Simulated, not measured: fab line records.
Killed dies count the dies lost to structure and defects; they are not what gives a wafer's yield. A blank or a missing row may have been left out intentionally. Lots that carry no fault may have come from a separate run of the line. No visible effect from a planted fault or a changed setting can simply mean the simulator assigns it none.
Matching of chambers | flow nand harc | 4 sister chambers for NHARC_A_CONTACT_ETCH_88 on rie diel-10
The step etches the open film in CF4, target depth 39 nm, time 65 s. 14 wafers are shown with their chamber, then 7 later ones without.

## WAFERS WITH THEIR CHAMBER
wafer  | chamber | showerhead plenum p Torr (Torr) | drypump motor current A (A) | rf vpp V (V)
L078.2 | 1       | 1.67                            | 5.2                         | 149.3
L078.3 | 3       | 1.79                            | 5.7                         | 151.1
L078.5 | 2       | 1.80                            | 5.2                         | 150.5
L077.2 | 2       | 1.80                            | 5.2                         | 151.1
L077.3 | 0       | 1.75                            | 5.7                         | 150.7
L077.5 | 1       | 1.67                            | 5.2                         | 150.3
L074.1 | 2       | 1.80                            | 5.2                         | 150.9
L074.2 | 0       | 1.75                            | 5.8                         | 151.7
L074.5 | 3       | 1.79                            | 5.6                         | 150.7
L076.2 | 1       | 1.67                            | 5.2                         | 151.0
L076.3 | 0       | 1.75                            | 5.8                         | 149.9
L076.5 | 3       | 1.79                            | 5.7                         | 151.3
L084.1 | 2       | 1.79                            | 5.2                         | 151.1
L084.2 | 0       | 1.75                            | 5.7                         | 150.4

SIGNATURES, as means of the wafers listed above
reading                  | chamber 0 | chamber 1 | chamber 2 | chamber 3 | scatter within a chamber
showerhead plenum p Torr | 1.7500    | 1.6700    | 1.7975    | 1.7900    | 0.00274
drypump motor current A  | 5.750     | 5.200     | 5.200     | 5.667     | 0.0408
rf vpp V                 | 150.675   | 150.200   | 150.900   | 151.033   | 0.601
Rule: for each reading, subtract the chamber's mean from the wafer's reading, divide by that reading's scatter and square the result; add these up over the readings and take the root, which gives the wafer's distance from the chamber. If the next closest chamber is less than 2 further off than the closest, the wafer can't be placed; otherwise it belongs to the closest. The scatter: the root of (the sum of the squares of (reading less its chamber's mean) over the shown wafers, divided by (wafers less chambers)).

## WAFERS WHOSE CHAMBER IS MISSING
wafer  | showerhead plenum p Torr (Torr) | drypump motor current A (A) | rf vpp V (V)
L084.3 | 1.78                            | 5.7                         | 152.1
L091.2 | 1.66                            | 5.2                         | 150.4
L091.3 | 1.75                            | 5.7                         | 151.6
L091.4 | 1.79                            | 5.2                         | 151.5
L094.1 | 1.78                            | 5.2                         | 150.8
L094.2 | 1.74                            | 5.7                         | 149.3
L094.3 | 1.66                            | 5.2                         | 150.1

## WHICH CHAMBER EACH WENT THROUGH
wafer  | from the rows above | in truth
L084.3 | 3                   | 3
L091.2 | 1                   | 1
L091.3 | 0                   | 0
L091.4 | 2                   | 2
L094.1 | 2                   | 2
L094.2 | 0                   | 0
L094.3 | 1                   | 1
7 of 7 placed correctly. Can't be placed from these rows: 0. Wrongly placed: 0.
